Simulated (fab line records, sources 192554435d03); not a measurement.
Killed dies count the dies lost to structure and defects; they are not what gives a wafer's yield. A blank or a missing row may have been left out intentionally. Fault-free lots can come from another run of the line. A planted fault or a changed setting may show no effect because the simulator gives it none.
fab line records | flow n5Finfet
record: lots: 10 wafers: 29 lastDay: 17
route steps=1938 shown BEOL_M13@1689 PASSIVATION@1936
lots untouched by any fault: they come from a run of this same line in which no faults occurred
startH: start of the lot's first displayed wafer, in hours after the record's first day | waitH: hours from the lot's prior step to this one | " as in the row above | L1.1+2: a single row standing in for several wafers | - no value present, or no start provided | * or withheld: withheld | < > ~ a bound
route shown NAME@n: a module of which the file shows steps, and the number in the route of the first | usual: the fault-free wafers' mean and standard deviation | same: alike in all rows | chamber/n: place in a boat | sites: each site's reading | _std_site: how widely they spread, as a standard deviation | _edge_site: outer sites' mean less inner sites' | radiusMm: for every site, how far away it sits from the centre of the wafer | mask NAME#n: copy n | behind: the tool/chamber that last shaped the wafer | hold: cause of the lot's hold/its duration in hours/its outcome | device: the n, p or np transistor that did not switch | end of line: tests run on the same wafers once the route is complete | for a step that has no rows: nothing shown but its recipe | killed: dies lost to structure and defects at the first sort, not the wafer's yield | map: a wafer's dies, marking killed ones x, the rest . and places with no die _
set.NAME: the setting that was run; set.NAME@STEP: the one run at that earlier step | model.NAME: the simulator's own value behind a step, which no gauge read
a sample of lots followed through the steps of the route, with each step as a table and each wafer as a row
services: when a tool's chamber went out of use (startH, in hours from the record's first day, below 0 if earlier), for how many hours, and the reason
== steps ==
step: N5_BEOL_M13_CD_MEAS_28
recipe: targetCdNm: 209.5 landingEnergyEv: 500 detector: seInlens
usual: cdNm: 209.8/1.3
columns lot.wafer tool chamber startH waitH cdNm
L986.1 cdSem-02 0 244.69 - 208.3
L986.4 " 0 " " 209.4
L986.5 " 0 " " 207.6
L987.1 cdSem-02 0 255.73 - 211.4
L987.4 " 0 " " 208.7
L987.6 " 0 " " 211.2
L988.1 cdSem-03 0 255.90 - 208.2
L988.5 " 0 " " 210.7
L988.6 " 0 " " 209.4
L992.3 cdSem-01 0 293.35 - 211.6
L992.4 " 0 " " 210.8
L992.6 " 0 " " 208.8
L996.2 cdSem-02 0 312.27 - 208.6
L996.3 " 0 " " 208.6
L996.5 " 0 " " 210.9
L997.1 cdSem-03 0 315.73 - 210.2
L997.4 " 0 " " 208.2
L997.5 " 0 " " 207.2
L100.3 cdSem-02 0 345.07 - 208.9
L100.4 " 0 " " 211.3
L100.6 " 0 " " 209.5
L101.1 cdSem-02 0 352.10 - 209.9
L101.5 " 0 " " 210.8
L101.6 " 0 " " 210.7
L103.1 cdSem-02 0 359.37 - 208.6
L103.4 " 0 " " 208.5
L103.6 " 0 " " 208.0
L102.2 cdSem-03 0 375.05 - 210.3
L102.4 " 0 " " 209.1
step: N5_BEOL_M13_INSPECT_30
recipe: mode: adi inspectInstrument: macro
usual: rawDefectCount: 1.9/1.4
columns lot.wafer tool chamber startH waitH rawDefectCount
L986.1 defectInspect-01 - 244.75 0.0 2
L986.4 " - " " 1
L986.5 " - " " 5
L987.1 defectInspect-02 - 255.79 0.0 2
L987.4 " - " " 2
L987.6 " - " " 2
L988.1 defectInspect-01 - 255.95 0.0 2
L988.5 " - " " 1
L988.6 " - " " 2
L992.3 defectInspect-01 - 293.41 0.0 2
L992.4 " - " " 2
L992.6 " - " " 0
L996.2 defectInspect-02 - 312.32 0.0 3
L996.3 " - " " 0
L996.5 " - " " 1
L997.1 defectInspect-02 - 315.79 0.0 2
L997.4 " - " " 3
L997.5 " - " " 1
L100.3 defectInspect-02 - 345.13 0.0 0
L100.4 " - " " 2
L100.6 " - " " 0
L101.1 defectInspect-01 - 352.15 0.0 3
L101.5 " - " " 3
L101.6 " - " " 1
L103.1 defectInspect-02 - 359.42 0.0 2
L103.4 " - " " 4
L103.6 " - " " 3
L102.2 defectInspect-02 - 375.10 0.0 0
L102.4 " - " " 1
step: N5_BEOL_M13_TRENCH_ETCH_34
recipe: chemistry: C4F8/O2/Ar target: SiOC targetDepthA: 4134.7 maskMaterial: SOC pressureMtorr: 30 sourceW: 3000 biasW: 700 Ar_flow_sccm: 400 C4F8_flow_sccm: 15 O2_flow_sccm: 8 heInnerTorr: 15 heOuterTorr: 30 timeS: 162.6 ionEnergyEv: 250
usual: drypumpMotorCurrentA: 5.8/0.5 oesProductAu: 0.80/0.1 rfVppV: 666/3.5 showerheadPlenumPTorr: 3.44/0.13 throttleValvePct: 24.21/0.28
columns lot.wafer tool chamber startH waitH drypumpMotorCurrentA oesProductAu rfHoursCounterH rfVppV showerheadPlenumPTorr throttleValvePct
L986.1 rieDiel-03 0 245.44 0.0 5.6 0.70 242 668 3.53 24.82
L986.4 " 3 " " 5.1 0.71 - 664 3.33 24.15
L986.5 " 0 " " 5.7 0.70 - 669 3.53 24.80
L987.1 rieDiel-02 0 256.23 0.0 5.3 0.83 54 662 3.34 24.17
L987.4 " 2 " " 5.6 0.70 238 661 3.21 23.99
L987.6 " 0 " " 5.3 0.83 - 663 3.34 24.17
L988.1 rieDiel-01 1 256.39 0.0 6.6 0.67 253 660 3.25 23.93
L988.5 " 3 " " 6.6 0.72 - 669 3.54 24.52
L988.6 " 1 " " 6.6 0.67 - 661 3.25 23.94
L992.3 rieDiel-01 0 293.84 0.0 5.5 0.82 67 666 3.45 23.92
L992.4 " 2 " " 5.7 0.96 8 663 3.35 24.25
L992.6 " 3 " " 6.6 0.70 - 668 3.53 24.53
L996.2 rieDiel-01 3 312.76 0.0 6.6 0.69 213 669 3.53 24.53
L996.3 " 0 " " 5.6 0.81 73 666 3.44 23.94
L996.5 " 3 " " 6.6 0.69 - 668 3.53 24.55
L997.1 rieDiel-02 3 316.23 0.0 5.5 0.84 86 669 3.61 24.18
L997.4 " 1 " " 6.3 0.71 - 666 3.41 24.30
L997.5 " 3 " " 5.5 0.84 - 670 3.61 24.19
L100.3 rieDiel-03 0 345.56 0.0 5.7 0.95 16 667 3.52 24.45
L100.4 " 3 " " 5.1 0.70 248 666 3.32 24.18
L100.6 " 0 " " 5.7 0.95 - 667 3.52 24.46
L101.1 rieDiel-02 1 352.59 0.0 6.3 0.70 241 664 3.40 24.32
L101.5 " 3 " " 5.5 0.81 - 670 3.61 24.20
L101.6 " 2 " " 5.6 0.93 - 673 3.59 23.64
L103.1 rieDiel-01 1 360.15 0.0 6.6 0.93 18 672 3.64 23.73
L103.4 " 0 " " 5.6 1.10 86 667 3.44 24.02
L103.6 " 3 " " 6.6 0.69 - 668 3.52 24.58
L102.2 rieDiel-01 3 375.54 0.0 6.6 0.69 232 668 3.52 24.57
L102.4 " 0 " " 5.5 1.10 91 666 3.43 24.02
step: N5_BEOL_M13_OCD_MEAS_35
usual: trenchDepthNm: 414/5.5
columns lot.wafer tool chamber startH waitH trenchDepthNm
L986.1 ocd-02 - 245.61 0.0 409
L986.4 " - " " 415
L986.5 " - " " 406
L987.1 ocd-01 - 256.40 0.0 413
L987.4 " - " " 409
L987.6 " - " " 415
L988.1 ocd-02 - 256.56 0.0 405
L988.5 " - " " 420
L988.6 " - " " 407
L992.3 ocd-02 - 294.02 0.0 404
L992.4 " - " " 413
L992.6 " - " " 410
L996.2 ocd-02 - 312.94 0.0 411
L996.3 " - " " 402
L996.5 " - " " 411
L997.1 ocd-01 - 316.40 0.0 415
L997.4 " - " " 416
L997.5 " - " " 415
L100.3 ocd-02 - 345.74 0.0 424
L100.4 " - " " 418
L100.6 " - " " 418
L101.1 ocd-01 - 352.76 0.0 412
L101.5 " - " " 412
L101.6 " - " " 409
L103.1 ocd-02 - 360.32 0.0 418
L103.4 " - " " 658
L103.6 " - " " 417
L102.2 ocd-01 - 375.71 0.0 419
L102.4 " - " " 658
step: N5_BEOL_M13_SPUTTER_43
recipe: material: TaN targetThkA: 150 tempC: 50 biasV: 168.6 powerW: 15000 chamberPressurePa: 0.12 timeS: 24.19
usual: cathodeDcPowerW: 15000/2.9 throttleValvePct: 29.8/1
columns lot.wafer tool chamber startH waitH cathodeDcPowerW throttleValvePct
L986.1 pvdSputter-01 - 248.53 0.0 15005 29.5
L986.4 " - " " 14999 30.4
L986.5 " - " " 14998 29.5
L987.1 pvdSputter-01 - 257.41 0.0 15001 29.4
L987.4 " - " " 15000 30.1
L987.6 " - " " 14999 30.3
L988.1 pvdSputter-01 - 257.99 0.0 15002 29.0
L988.5 " - " " 15000 30.3
L988.6 " - " " 14999 30.6
L992.3 pvdSputter-01 - 295.69 0.0 15004 29.5
L992.4 " - " " 14994 29.3
L992.6 " - " " 15002 29.1
L996.2 pvdSputter-03 - 313.79 0.0 15005 30.0
L996.3 " - " " 15000 31.2
L996.5 " - " " 14995 29.0
L997.1 pvdSputter-02 - 318.99 0.0 14998 28.0
L997.4 " - " " 15002 29.9
L997.5 " - " " 14997 27.9
L100.3 pvdSputter-02 - 347.88 0.0 15004 28.1
L100.4 " - " " 14999 28.6
L100.6 " - " " 15000 28.4
L101.1 pvdSputter-02 - 354.79 0.0 14997 31.2
L101.5 " - " " 14997 28.1
L101.6 " - " " 15002 29.7
L103.1 pvdSputter-03 - 361.99 0.0 15001 30.8
L103.4 " - " " 14999 28.8
L103.6 " - " " 15000 30.6
L102.2 pvdSputter-02 - 378.42 0.0 15001 28.5
L102.4 " - " " 14999 27.9
step: N5_BEOL_M13_THK_MEAS_50
recipe: thkMeasGauge: xrf reads: Cu_of_BEOL_M13_ECD_47
usual: M13_THK: 426/6.5
columns lot.wafer tool chamber startH waitH M13_THK[nm]
L986.1 filmMetro-02 - 249.56 - 421
L986.4 " - " " 426
L986.5 " - " " 416
L987.1 filmMetro-02 - 258.45 - 428
L987.4 " - " " 424
L987.6 " - " " 434
L988.1 filmMetro-01 - 259.03 - 417
L988.5 " - " " 432
L988.6 " - " " 417
L992.3 filmMetro-02 - 297.04 - 412
L992.4 " - " " 422
L992.6 " - " " 419
L996.2 filmMetro-02 - 315.01 - 423
L996.3 " - " " 419
L996.5 " - " " 427
L997.1 filmMetro-02 - 320.58 - 430
L997.4 " - " " 432
L997.5 " - " " 431
L100.3 filmMetro-01 - 348.91 - 436
L100.4 " - " " 429
L100.6 " - " " 428
L101.1 filmMetro-01 - 355.93 - 432
L101.5 " - " " 430
L101.6 " - " " 429
L103.1 filmMetro-01 - 363.16 - 424
L103.4 " - " " 667
L103.6 " - " " 424
L102.2 filmMetro-02 - 379.64 - 429
L102.4 " - " " 671
step: N5_BEOL_M13_RS_MEAS_54
recipe: thkMeasGauge: four-point-probe reads: Cu_of_BEOL_M13_ECD_47+Ta_of_BEOL_M13_SPUTTER_44+TaN_of_BEOL_M13_SPUTTER_43
usual: M13_RS: 0.0449/0.00062
columns lot.wafer tool chamber startH waitH M13_RS[ohm/sq]
L986.1 filmMetro-01 - 249.69 0.0 0.0454
L986.4 " - " " 0.0448
L986.5 " - " " 0.0459
L987.1 filmMetro-01 - 258.58 0.0 0.0449
L987.4 " - " " 0.0451
L987.6 " - " " 0.0444
L988.1 filmMetro-01 - 259.15 0.0 0.0461
L988.5 " - " " 0.0444
L988.6 " - " " 0.0458
L992.3 filmMetro-01 - 297.17 0.1 0.0460
L992.4 " - " " 0.0451
L992.6 " - " " 0.0453
L996.2 filmMetro-02 - 315.14 0.1 0.0453
L996.3 " - " " 0.0460
L996.5 " - " " 0.0452
L997.1 filmMetro-02 - 320.71 0.0 0.0447
L997.4 " - " " 0.0443
L997.5 " - " " 0.0447
L100.3 filmMetro-01 - 349.04 0.1 0.0437
L100.4 " - " " 0.0444
L100.6 " - " " 0.0445
L101.1 filmMetro-02 - 356.06 0.0 0.0448
L101.5 " - " " 0.0449
L101.6 " - " " 0.0452
L103.1 filmMetro-01 - 363.29 0.0 0.0448
L103.4 " - " " 0.0282
L103.6 " - " " 0.0450
L102.2 filmMetro-02 - 379.77 0.1 0.0441
L102.4 " - " " 0.0281
step: N5_PASSIVATION_PROBE_49
usual: defectLimitedYield: 91.1/1.5 killed_at_M0_to_M3: 37/11 killed_at_M4_up: 13/5.6 killedAtContacts: 12/5.6 killedAtFrontEnd: 39/11 killedAtOther: 4/3.1 killedDies: 105/18 killedOnRim: 14/3.8 killedOpen: 69/13 killedShort: 35/7.4 sort_bin_5_function: 5.1/0.92 sort_bin_6_memory: 3.4/0.76 sort_bin_8_speed: 0.02/0.11 sortNPass: 1075/18 sortYieldPct: 91.1/1.5
same: grossDies: 1180 killedAtBackSide: 0 sort_bin_4_leakage[%]: 0
columns lot.wafer tool chamber startH waitH defectLimitedYield[%] killed_at_M0_to_M3 killed_at_M4_up killedAtContacts killedAtFrontEnd killedAtOther killedDies killedOnRim killedOpen killedShort sort_bin_5_function[%] sort_bin_6_memory[%] sort_bin_8_speed[%] sortNPass sortYieldPct[%]
L986.1 prober-02 - 284.52 0.0 92.2 44 8 13 24 3 92 9 63 28 4.4 3.4 0 1088 92.2
L986.4 prober-02 - 284.67 0.2 90.6 44 19 15 32 1 111 11 74 37 5.4 3.8 0 1069 90.6
L986.5 prober-02 - 284.72 0.2 90.4 42 8 20 35 8 113 15 70 43 5.5 3.4 0 1067 90.4
L988.1 prober-02 - 290.58 0.0 91.1 52 7 20 25 1 105 14 71 34 5.3 3.6 0 1075 91.1
L988.5 prober-02 - 290.78 0.2 92.5 33 11 12 27 6 89 17 55 33 4.3 2.7 0 1091 92.5
L988.6 prober-02 - 290.83 0.3 88.4 55 21 7 50 4 137 18 82 46 6.5 4.2 0 1043 88.4
L987.1 prober-01 - 296.91 0.7 90.4 33 23 8 43 6 113 13 73 28 5.3 3.4 0 1067 90.4
L987.4 prober-01 - 297.06 0.8 91.7 45 13 8 28 4 98 8 62 36 4.8 3.3 0 1082 91.7
L987.6 prober-01 - 297.16 0.9 91.4 37 11 15 35 3 101 14 70 29 5.1 3.4 0 1079 91.4
L992.3 prober-02 - 324.51 0.1 88.1 50 22 26 37 6 141 15 108 32 7.5 4.2 0 1039 88.1
L992.4 prober-02 - 324.56 0.2 89.6 39 16 8 59 1 123 17 80 43 5.5 4.5 0 1057 89.6
L992.6 prober-02 - 324.66 0.3 92.2 31 7 10 41 3 92 12 60 31 4.9 2.6 0 1088 92.2
L996.2 prober-01 - 344.24 0.1 94.1 28 8 3 25 6 70 10 46 23 3.0 2.7 0 1110 94.1
L996.3 prober-01 - 344.29 0.1 94.2 25 2 4 28 9 68 6 37 31 3.4 2.2 0 1112 94.2
L996.5 prober-01 - 344.39 0.2 91.4 49 7 8 33 4 101 11 73 28 5.0 3.5 0 1079 91.4
L997.1 prober-01 - 354.93 0.0 91.3 30 17 9 39 8 103 14 64 39 5.7 2.7 0 1077 91.3
L997.4 prober-01 - 355.08 0.2 93.4 24 12 10 28 4 78 14 46 32 3.9 2.4 0.17 1100 93.2
L997.5 prober-01 - 355.13 0.2 93.9 18 16 13 22 3 72 8 51 21 3.6 2.2 0 1108 93.9
L100.3 prober-02 - 390.29 0.1 91.9 27 11 11 46 1 96 7 58 38 4.6 3.2 0 1084 91.9
L100.4 prober-02 - 390.34 0.2 91.4 36 16 14 34 1 101 10 62 37 5.3 3.0 0 1079 91.4
L100.6 prober-02 - 390.44 0.3 91.2 36 18 12 36 2 104 19 68 36 4.8 3.9 0 1076 91.2
L103.1 prober-02 - 391.82 0.0 87.7 68 7 11 53 6 145 24 104 41 7.5 4.2 0 1035 87.7
L103.4 prober-02 - 391.97 0.2 88.2 48 21 14 51 5 139 21 94 43 7.5 3.6 0 1041 88.2
L103.6 prober-02 - 392.07 0.3 90.8 42 22 7 37 0 108 9 71 37 5.8 2.8 0 1072 90.8
L101.1 prober-02 - 395.17 0.0 90.8 20 11 18 55 4 108 19 74 34 5.3 3.6 0 1072 90.8
L101.5 prober-02 - 395.37 0.2 92.0 27 11 4 49 3 94 16 65 29 4.2 3.5 0 1086 92.0
L101.6 prober-02 - 395.42 0.3 91.0 35 15 7 47 2 106 13 73 32 5.4 3.5 0 1074 91.0
L102.2 prober-02 - 410.08 0.1 92.4 28 18 11 31 2 90 17 65 25 3.9 3.5 0 1090 92.4
L102.4 prober-02 - 410.18 0.2 92.8 22 13 8 40 2 85 13 58 26 4.2 2.8 0 1095 92.8
killed by level:class
L986.1 MOL_CONTACT_COAG:geometricParticle:open=11 BEOL_M2:geometricParticle:open=10 FIN_SAQP:geometricParticle:open=8 BEOL_M0_SAQP:geometricParticle:open=8 BEOL_M1:geometricParticle:open=8 FIN_SAQP:geometricParticle:short=6 BEOL_M0_SAQP:geometricParticle:short=5 BEOL_M0:geometricParticle:open=3
L986.4 BEOL_M0_SAQP:geometricParticle:short=12 BEOL_M0_SAQP:geometricParticle:open=11 MOL_CONTACT_COAG:geometricParticle:open=10 BEOL_M4:geometricParticle:open=7 BEOL_M3:geometricParticle:open=6 DUMMY_GATE:geometricParticle:open=6 BEOL_M1:geometricParticle:open=6 MOL_CONTACT_COAG:geometricParticle:short=5
L986.5 MOL_CONTACT_COAG:geometricParticle:open=15 BEOL_M0_SAQP:geometricParticle:short=12 FIN_SAQP:geometricParticle:open=11 BEOL_M1:geometricParticle:open=8 FIN_SAQP:geometricParticle:short=6 BEOL_M2:geometricParticle:open=6 MOL_CONTACT_COAG:geometricParticle:short=5 MIM_TOP:geometricParticle:open=4
L988.1 MOL_CONTACT_COAG:geometricParticle:open=17 BEOL_M1:geometricParticle:open=13 BEOL_M3:geometricParticle:short=10 BEOL_M0_SAQP:geometricParticle:open=9 FIN_SAQP:geometricParticle:open=6 FIN_SAQP:geometricParticle:short=5 DUMMY_GATE:geometricParticle:open=5 BEOL_M2:geometricParticle:open=5
L988.5 MOL_CONTACT_COAG:geometricParticle:open=10 BEOL_M2:geometricParticle:open=9 BEOL_M4:geometricParticle:open=6 BEOL_M0_SAQP:geometricParticle:short=6 BEOL_M1:geometricParticle:open=6 STI_FIN_REVEAL:geometricParticle:open=5 BEOL_M3:geometricParticle:short=5 ILD0:geometricParticle:short=4
L988.6 BEOL_M1:geometricParticle:open=17 BEOL_M4:geometricParticle:open=12 BEOL_M0_SAQP:geometricParticle:open=8 HKMG_FIN:areaEtch=8 FIN_SAQP:geometricParticle:open=7 STI_FIN_REVEAL:geometricParticle:open=7 BEOL_M0_SAQP:geometricParticle:short=7 BEOL_M4:geometricParticle:short=6
L987.1 STI_FIN_REVEAL:geometricParticle:open=11 DUMMY_GATE:geometricParticle:open=9 BEOL_M2:geometricParticle:open=9 HKMG_FIN:areaEtch=8 GATE_CUT:geometricParticle:short=7 MOL_CONTACT_COAG:geometricParticle:open=7 BEOL_M7:geometricParticle:open=7 BEOL_M0_SAQP:geometricParticle:short=6
L987.4 BEOL_M0_SAQP:geometricParticle:short=10 BEOL_M3:geometricParticle:open=9 STI_FIN_REVEAL:geometricParticle:open=7 BEOL_M1:geometricParticle:open=6 BEOL_M2:geometricParticle:open=6 MOL_CONTACT_COAG:geometricParticle:open=5 GATE_CUT:geometricParticle:open=4 BEOL_M0_SAQP:geometricParticle:open=4
L987.6 MOL_CONTACT_COAG:geometricParticle:open=12 GATE_CUT:geometricParticle:open=8 BEOL_M0_SAQP:geometricParticle:short=7 BEOL_M0_SAQP:geometricParticle:open=7 BEOL_M1:geometricParticle:open=7 BEOL_M2:geometricParticle:open=7 STI_FIN_REVEAL:geometricParticle:open=5 FIN_SAQP:geometricParticle:open=4
L992.3 MOL_CONTACT_COAG:geometricParticle:open=19 STI_FIN_REVEAL:geometricParticle:open=16 BEOL_M4:geometricParticle:open=13 BEOL_M0_SAQP:geometricParticle:open=13 BEOL_M0_SAQP:geometricParticle:short=13 BEOL_M3:geometricParticle:open=9 BEOL_M1:geometricParticle:open=8 MOL_CONTACT_COAG:geometricParticle:short=7
L992.4 STI_FIN_REVEAL:geometricParticle:open=26 BEOL_M0_SAQP:geometricParticle:open=13 BEOL_M0_SAQP:geometricParticle:short=9 ILD0:geometricParticle:short=7 BEOL_M1:geometricParticle:open=6 MOL_CONTACT_COAG:geometricParticle:open=5 BEOL_M0:geometricParticle:open=5 STARTING-WAFER:geometricParticle:short=5
L992.6 STI_FIN_REVEAL:geometricParticle:open=16 BEOL_M1:geometricParticle:open=14 MOL_CONTACT_COAG:geometricParticle:open=7 BEOL_M0_SAQP:geometricParticle:short=6 GATE_CUT:geometricParticle:short=4 BEOL_M0_SAQP:geometricParticle:open=4 STARTING-WAFER:geometricParticle:open=4 FIN_SAQP:geometricParticle:open=3
L996.2 BEOL_M2:geometricParticle:open=9 BEOL_M0_SAQP:geometricParticle:open=6 BEOL_M2:geometricParticle:short=5 STI_FIN_REVEAL:geometricParticle:open=4 ILD0:geometricParticle:open=4 GATE_CUT:geometricParticle:open=4 FIN_SAQP:geometricParticle:short=3 ILD0:geometricParticle:short=3
L996.3 BEOL_M0_SAQP:geometricParticle:short=10 FIN_SAQP:geometricParticle:short=5 STI_FIN_REVEAL:geometricParticle:open=5 GATE_CUT:geometricParticle:short=5 BEOL_M3:geometricParticle:open=4 DUMMY_GATE:geometricParticle:open=3 MOL_CONTACT_COAG:geometricParticle:open=3 BEOL_M0_SAQP:geometricParticle:open=3
L996.5 BEOL_M0_SAQP:geometricParticle:open=15 BEOL_M0_SAQP:geometricParticle:short=12 DUMMY_GATE:geometricParticle:open=11 BEOL_M0:geometricParticle:open=7 BEOL_M2:geometricParticle:open=7 STI_FIN_REVEAL:geometricParticle:open=6 MOL_CONTACT_COAG:geometricParticle:open=6 GATE_CUT:geometricParticle:open=3
L997.1 FIN_SAQP:geometricParticle:short=10 FIN_SAQP:geometricParticle:open=10 BEOL_M4:geometricParticle:open=10 BEOL_M0_SAQP:geometricParticle:short=8 BEOL_M0_SAQP:geometricParticle:open=6 MOL_CONTACT_COAG:geometricParticle:short=5 BEOL_M3:geometricParticle:open=5 STARTING-WAFER:geometricParticle:open=5
L997.4 MOL_CONTACT_COAG:geometricParticle:open=7 BEOL_M0_SAQP:geometricParticle:open=5 BEOL_M1:geometricParticle:open=5 FIN_SAQP:geometricParticle:short=4 FIN_SAQP:geometricParticle:open=4 BEOL_M0_SAQP:geometricParticle:short=4 BEOL_M5:geometricParticle:open=4 DUMMY_GATE:geometricParticle:open=3
L997.5 MOL_CONTACT_COAG:geometricParticle:open=11 BEOL_M4:geometricParticle:open=7 BEOL_M1:geometricParticle:open=7 STI_FIN_REVEAL:geometricParticle:open=6 BEOL_M0_SAQP:geometricParticle:short=4 FIN_SAQP:geometricParticle:open=3 BEOL_M3:geometricParticle:open=3 BEOL_M6:geometricParticle:open=3
L100.3 STI_FIN_REVEAL:geometricParticle:open=13 FIN_SAQP:geometricParticle:short=12 FIN_SAQP:geometricParticle:open=9 MOL_CONTACT_COAG:geometricParticle:open=7 BEOL_M4:geometricParticle:open=6 GATE_CUT:geometricParticle:short=6 BEOL_M3:geometricParticle:open=6 BEOL_M0_SAQP:geometricParticle:short=5
L100.4 MOL_CONTACT_COAG:geometricParticle:open=12 BEOL_M0_SAQP:geometricParticle:short=12 GATE_CUT:geometricParticle:short=10 STI_FIN_REVEAL:geometricParticle:open=8 BEOL_M3:geometricParticle:open=7 BEOL_M2:geometricParticle:open=6 BEOL_M4:geometricParticle:open=6 FIN_SAQP:geometricParticle:short=4
L100.6 BEOL_M0_SAQP:geometricParticle:short=13 MOL_CONTACT_COAG:geometricParticle:open=11 BEOL_M4:geometricParticle:open=10 STI_FIN_REVEAL:geometricParticle:open=8 BEOL_M0_SAQP:geometricParticle:open=8 BEOL_M3:geometricParticle:open=8 FIN_SAQP:geometricParticle:short=6 FIN_SAQP:geometricParticle:open=4
L103.1 STI_FIN_REVEAL:geometricParticle:open=22 BEOL_M1:geometricParticle:open=16 BEOL_M0_SAQP:geometricParticle:short=12 BEOL_M2:geometricParticle:open=11 BEOL_M0_SAQP:geometricParticle:open=10 FIN_SAQP:geometricParticle:open=9 DUMMY_GATE:geometricParticle:open=9 BEOL_M3:geometricParticle:open=9
L103.4 FIN_SAQP:geometricParticle:open=17 BEOL_M0_SAQP:geometricParticle:open=13 BEOL_M0_SAQP:geometricParticle:short=12 DUMMY_GATE:geometricParticle:open=12 MOL_CONTACT_COAG:geometricParticle:open=12 BEOL_M4:geometricParticle:open=10 FIN_SAQP:geometricParticle:short=7 STI_FIN_REVEAL:geometricParticle:open=7
L103.6 BEOL_M4:geometricParticle:open=10 BEOL_M2:geometricParticle:short=9 BEOL_M0_SAQP:geometricParticle:open=8 BEOL_M1:geometricParticle:open=8 FIN_SAQP:geometricParticle:open=7 STI_FIN_REVEAL:geometricParticle:open=7 GATE_CUT:geometricParticle:short=6 MOL_CONTACT_COAG:geometricParticle:open=6
L101.1 FIN_SAQP:geometricParticle:open=23 FIN_SAQP:geometricParticle:short=13 MOL_CONTACT_COAG:geometricParticle:open=13 BEOL_M0_SAQP:geometricParticle:short=8 STI_FIN_REVEAL:geometricParticle:open=5 MOL_CONTACT_COAG:geometricParticle:short=5 BEOL_M2:geometricParticle:open=4 BEOL_M8:geometricParticle:open=4
L101.5 FIN_SAQP:geometricParticle:open=18 STI_FIN_REVEAL:geometricParticle:open=8 BEOL_M0_SAQP:geometricParticle:short=7 BEOL_M0_SAQP:geometricParticle:open=7 FIN_SAQP:geometricParticle:short=6 GATE_CUT:geometricParticle:short=5 BEOL_M1:geometricParticle:open=4 BEOL_M2:geometricParticle:open=4
L101.6 BEOL_M0_SAQP:geometricParticle:open=15 FIN_SAQP:geometricParticle:open=13 BEOL_M0_SAQP:geometricParticle:short=8 GATE_CUT:geometricParticle:short=7 GATE_CUT:geometricParticle:open=7 MOL_CONTACT_COAG:geometricParticle:open=6 STI_FIN_REVEAL:geometricParticle:open=5 BEOL_M4:geometricParticle:open=5
L102.2 STI_FIN_REVEAL:geometricParticle:open=9 BEOL_M2:geometricParticle:open=8 BEOL_M4:geometricParticle:open=8 MOL_CONTACT_COAG:geometricParticle:open=6 BEOL_M3:geometricParticle:open=6 MOL_CONTACT_COAG:geometricParticle:short=5 FIN_SAQP:geometricParticle:open=4 BEOL_M0_SAQP:geometricParticle:open=4
L102.4 GATE_CUT:geometricParticle:open=9 MOL_CONTACT_COAG:geometricParticle:open=8 FIN_SAQP:geometricParticle:open=7 BEOL_M3:geometricParticle:open=6 GATE_CUT:geometricParticle:short=6 BEOL_M1:geometricParticle:short=6 BEOL_M4:geometricParticle:open=6 FIN_SAQP:geometricParticle:short=5
== services ==
columns tool chamber startH hours kind
rieDiel-02 0 225.17 5.2 repair
rieDiel-01 2 237.75 12.4 repair
rieDiel-03 2 244.14 - clean
rieDiel-03 2 244.14 - consumableReplace:focusRing
rieDiel-03 2 244.14 16.8 scheduledDown
rieDiel-01 2 250.55 - clean
rieDiel-01 2 250.55 - consumableReplace:focusRing
rieDiel-01 2 250.55 18.5 scheduledDown
rieDiel-01 2 250.55 18.5 ventCycle
rieDiel-01 1 269.04 - clean
rieDiel-01 1 269.04 - consumableReplace:focusRing
rieDiel-01 1 269.04 - consumableReplace:showerhead
rieDiel-01 1 269.04 21.5 scheduledDown
rieDiel-01 1 269.04 21.5 ventCycle
rieDiel-02 2 301.04 12.7 repair
pvdSputter-02 - 311.06 2.8 repair
rieDiel-02 2 313.75 - clean
rieDiel-02 2 313.75 - consumableReplace:focusRing
rieDiel-02 2 313.75 - consumableReplace:showerhead
rieDiel-02 2 313.75 21.5 scheduledDown
rieDiel-02 2 313.75 21.5 ventCycle
rieDiel-01 1 326.94 2.6 repair
rieDiel-02 1 334.58 3.1 repair
pvdSputter-03 - 348.61 9.2 repair
== key ==
firstSign: step: N5_BEOL_M13_TRENCH_ETCH_34 reading: oesProductAu direction: up sigmas: 3 usual: 0.80 struck: 1.10
effect: step: N5_BEOL_M13_OCD_MEAS_35 reading: trenchDepthNm direction: up sigmas: 45 usual: 414 struck: 658
effect: step: N5_BEOL_M13_THK_MEAS_50 reading: M13_THK direction: up sigmas: 38 usual: 426 struck: 669
effect: step: N5_BEOL_M13_RS_MEAS_54 reading: M13_RS direction: down sigmas: 27 usual: 0.0449 struck: 0.0281
metAt N5_BEOL_M13_TRENCH_ETCH_34
struckLots L102,L103
struckWafers L102.4,L103.4
notActingAt N5_BEOL_M13_CD_MEAS_28,N5_BEOL_M13_INSPECT_30,N5_BEOL_M13_SPUTTER_43
onsetBetween 312.76 360.15
fault: kind: processParameterDrift tool: rieDiel-01 chamber: - onsetH: 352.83 steps: N5_BEOL_M13_TRENCH_ETCH_34 channel: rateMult offset: 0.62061 shape: step endH: 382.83 scope: struckWafersOnly
